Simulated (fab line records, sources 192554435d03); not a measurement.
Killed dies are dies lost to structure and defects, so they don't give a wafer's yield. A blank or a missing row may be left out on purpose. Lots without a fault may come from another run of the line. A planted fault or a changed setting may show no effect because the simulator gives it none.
Chamber matching | flow n5_finfet | N5_BEOL_M14_TRENCH_ETCH_34 on rie_diel-06: 4 sister chambers
The step etches SiO2 in C4F8/O2/Ar, target depth 556.65 nm, time 126.9 s. 4 wafers are shown with their chamber, then 8 later ones without.

WAFERS WITH THEIR CHAMBER
wafer  | chamber | rf_vpp_V (V)
L079.3 | 0       | 2185
L086.3 | 3       | 2156
L086.5 | 1       | 2252
L088.2 | 2       | 2231

WAFERS WITHOUT THEIR CHAMBER
wafer  | rf_vpp_V (V)
L088.3 | 2252
L088.4 | 2251
L092.3 | 2153
L092.5 | 2184
L092.6 | 2252
L094.3 | 2230
L094.5 | 2184
L094.6 | 2250

WHICH CHAMBER EACH WENT THROUGH
wafer  | from the rows above | in truth
L088.3 | 1                   | 1
L088.4 | 1                   | 1
L092.3 | 3                   | 3
L092.5 | 0                   | 0
L092.6 | 1                   | 1
L094.3 | 2                   | 2
L094.5 | 0                   | 0
L094.6 | 1                   | 1
Placed correctly: 8 of 8. Can't be placed from these rows: 0. Placed wrongly: 0.
How it was worked out, from the rows above alone: a wafer's distance from a chamber is the root of the sum, over the readings, of the square of ((its reading less the chamber's mean) divided by the reading's scatter). The wafer belongs to the nearest chamber; if the next one is less than 2 further off, it can't be placed. A chamber's mean is the mean of its shown wafers. The scatter: with one shown wafer a chamber, the root of the mean of the squares of how far each hidden wafer lies from its nearest shown one.
